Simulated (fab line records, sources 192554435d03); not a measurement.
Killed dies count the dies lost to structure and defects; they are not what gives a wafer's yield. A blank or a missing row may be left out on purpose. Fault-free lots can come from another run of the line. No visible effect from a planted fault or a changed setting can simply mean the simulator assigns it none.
A single fault, viewed from 2 desks || flow n5-finfet || only its own numbers are on each desk; what lay behind them is given at the end

## THE TOOL OWNER'S DESK: rie-diel-03
The tool's own readings at N5_HKMG_FIN_STRIP_90 (strips SOC in N2/H2, time 20 s): means of the sampled wafers that have a number, for each lot that ran on this tool. A lot is out of limits, marked OUT, if its mean lies more than 4 standard deviations from the usual mean; the brackets give that distance.
Columns: A = drypump-motor-current-A at N5_HKMG_FIN_STRIP_90, usual 5.7 A; B = oes-product-au at N5_HKMG_FIN_STRIP_90, usual 0.79 a.u.; C = power-w at N5_HKMG_FIN_STRIP_90, usual 500.1 W; D = rf-vpp-V at N5_HKMG_FIN_STRIP_90, usual 54.3 V; E = showerhead-plenum-p-Torr at N5_HKMG_FIN_STRIP_90, usual 3.36 Torr; F = throttle-valve-pct at N5_HKMG_FIN_STRIP_90, usual 18.9 %
{"lot": "L759", "first seen here": "day 6 20:54", "A": 5.5, "B": 0.83, "C": 500.4, "D": 54.4, "E": 3.34, "F": 18.8}
{"lot": "L760", "first seen here": "day 7 03:24", "A": 5.8, "B": 0.83, "C": 501.1, "D": 54.4, "E": 3.30, "F": 18.9}
{"lot": "L766", "first seen here": "day 8 14:14", "A": 5.7, "B": 0.81, "C": "506.1 (+4.3) OUT", "D": 54.6, "E": 3.37, "F": 18.8}
This desk finds L766 out of limits, L766 being first, at day 8 14:14 (power-w at N5_HKMG_FIN_STRIP_90). L759, L760 stayed within limits.

## AT THE METROLOGY DESK
Lot by lot, what the gauges showed, no matter which tool ran the lot: averages of those sampled wafers that carry a number. A lot is out of limits, marked OUT, if its mean lies more than 4 standard deviations from the usual mean; the brackets give that distance. Only the readings that lie furthest out on some lot appear, 7 of the 10 it has.
Columns: A = DIBL_P at N5_BEOL_M4_RC_MEAS_101, usual 36.2 mV/V; B = IOFF_N at N5_BEOL_M4_RC_MEAS_101, usual 0.16 nA/um; C = IOFF_P at N5_BEOL_M4_RC_MEAS_101, usual 0.21 nA/um; D = ION_N at N5_BEOL_M4_RC_MEAS_101, usual 672 uA/um; E = ION_P at N5_BEOL_M4_RC_MEAS_101, usual 461 uA/um; F = SS_N at N5_BEOL_M4_RC_MEAS_101, usual 71.4 mV/dec; G = VT_N at N5_BEOL_M4_RC_MEAS_101, usual 250 mV
{"lot": "L749", "first seen here": "day 9 13:01", "A": 35.5, "B": 0.15, "C": 0.19, "D": 677, "E": 458, "F": 71.1, "G": 249}
{"lot": "L755", "first seen here": "day 10 19:05", "A": 34.6, "B": 0.13, "C": 0.18, "D": 662, "E": 457, "F": 70.8, "G": 253}
{"lot": "L756", "first seen here": "day 10 19:42", "A": 36.0, "B": 0.16, "C": 0.21, "D": 681, "E": 465, "F": 71.0, "G": 249}
{"lot": "L759", "first seen here": "day 12 00:44", "A": 33.4, "B": 0.14, "C": 0.20, "D": 668, "E": 463, "F": 71.3, "G": 251}
{"lot": "L760", "first seen here": "day 12 09:06", "A": 35.5, "B": 0.14, "C": 0.19, "D": 661, "E": 456, "F": 71.4, "G": 251}
{"lot": "L764", "first seen here": "day 13 11:36", "A": 36.3, "B": 0.15, "C": 0.21, "D": 673, "E": 460, "F": 71.3, "G": 250}
{"lot": "L766", "first seen here": "day 13 14:39", "A": 32.0, "B": 0.10, "C": 0.16, "D": 652, "E": 451, "F": 70.3, "G": 256}
{"lot": "L771", "first seen here": "day 15 02:20", "A": 38.5, "B": 0.19, "C": 0.22, "D": 689, "E": 466, "F": 71.9, "G": 248}
{"lot": "L772", "first seen here": "day 15 05:06", "A": 36.4, "B": 0.16, "C": 0.22, "D": 679, "E": 468, "F": 71.3, "G": 250}
This desk's verdict: no lot among the 9 shows anything out of limits.

## BROUGHT TOGETHER
An alarm could have come from the tool owner's desk at day 8 14:14, on L766.
Metrology desk: nothing out of limits seen.
The metrology desk has L766 on record, within its limits.
N5_HKMG_FIN_STRIP_90 was run on rie-diel-03 by each of the lots named.

## WHAT THE SIMULATOR HAD PUT IN
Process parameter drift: rie-diel-03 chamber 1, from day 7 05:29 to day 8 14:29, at N5_HKMG_FIN_STRIP_90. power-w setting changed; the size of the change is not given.
Lots struck among those shown: L766.
Time in hours from fault onset to the first out-of-limits reading at each desk: the tool owner's desk, 33.
